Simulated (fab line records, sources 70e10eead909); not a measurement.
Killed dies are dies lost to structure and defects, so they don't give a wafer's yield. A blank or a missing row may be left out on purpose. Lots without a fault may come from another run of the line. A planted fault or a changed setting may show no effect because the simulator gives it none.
Chamber matching | flow nand_harc | NHARC_THIN_TSV_ETCHBACK_48 on rie_diel-10: 4 sister chambers
The step etches the open film in C4F8/Ar, target depth 1028.5 nm, time 405.17 s. 14 wafers are shown with their chamber, then 7 later ones without.

WAFERS WITH THEIR CHAMBER
wafer  | chamber | rf_vpp_V (V) | oes_product_au (a.u.) | rf_fwd_power_W (W)
L981.2 | 3       | 546.6        | 0.900                 | 600.2
L981.3 | 0       | 541.4        | 0.915                 | 596.8
L981.5 | 3       | 547.7        | 0.899                 | 597.6
L983.1 | 0       | 542.9        | 0.917                 | 595.8
L983.2 | 3       | 548.5        | 0.909                 | 599.5
L983.4 | 1       | 546.1        | 0.910                 | 596.4
L984.3 | 2       | 545.0        | 0.941                 | 597.9
L984.4 | 1       | 543.7        | 0.930                 | 597.6
L984.5 | 3       | 548.5        | 0.909                 | 596.4
L985.1 | 2       | 545.7        | 0.941                 | 599.3
L985.3 | 0       | 540.6        | 0.909                 | 598.4
L985.5 | 2       | 545.4        | 0.943                 | 597.2
L986.1 | 1       | 544.5        | 0.935                 | 596.2
L986.4 | 2       | 545.0        | 0.936                 | 597.0

SIGNATURES (means of the wafers above)
reading        | chamber 0 | chamber 1 | chamber 2 | chamber 3 | scatter within a chamber
rf_vpp_V       | 541.633   | 544.767   | 545.275   | 547.825   | 0.921
oes_product_au | 0.91367   | 0.92500   | 0.94025   | 0.90425   | 0.00709
rf_fwd_power_W | 597.000   | 596.733   | 597.850   | 598.425   | 1.3
Rule: a wafer's distance from a chamber is the root of the sum, over the readings, of the square of ((its reading less the chamber's mean) divided by the reading's scatter). The wafer belongs to the nearest chamber; if the next one is less than 2 further off, it can't be placed. The scatter: the root of (the sum of the squares of (reading less its chamber's mean) over the shown wafers, divided by (wafers less chambers)).

WAFERS WITHOUT THEIR CHAMBER
wafer  | rf_vpp_V (V) | oes_product_au (a.u.) | rf_fwd_power_W (W)
L986.5 | 543.7        | 0.917                 | 595.9
L998.1 | 543.5        | 0.934                 | 599.1
L998.2 | 543.5        | 0.931                 | 594.7
L998.6 | 546.8        | 0.901                 | 600.9
L103.2 | 546.1        | 0.930                 | 598.7
L103.3 | 541.9        | 0.903                 | 600.2
L103.5 | 541.6        | 0.904                 | 600.4

WHICH CHAMBER EACH WENT THROUGH
wafer  | from the rows above          | in truth
L986.5 | can't be placed: 1 or 0      | 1
L998.1 | can't be placed: 2 or 1 or 0 | 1
L998.2 | can't be placed: 1 or 2 or 0 | 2
L998.6 | 3                            | 3
L103.2 | can't be placed: 2 or 1      | 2
L103.3 | 0                            | 0
L103.5 | 0                            | 0
Placed correctly: 3 of 7. Can't be placed from these rows: 4 (the true chamber is among the candidates in 4). Placed wrongly: 0.
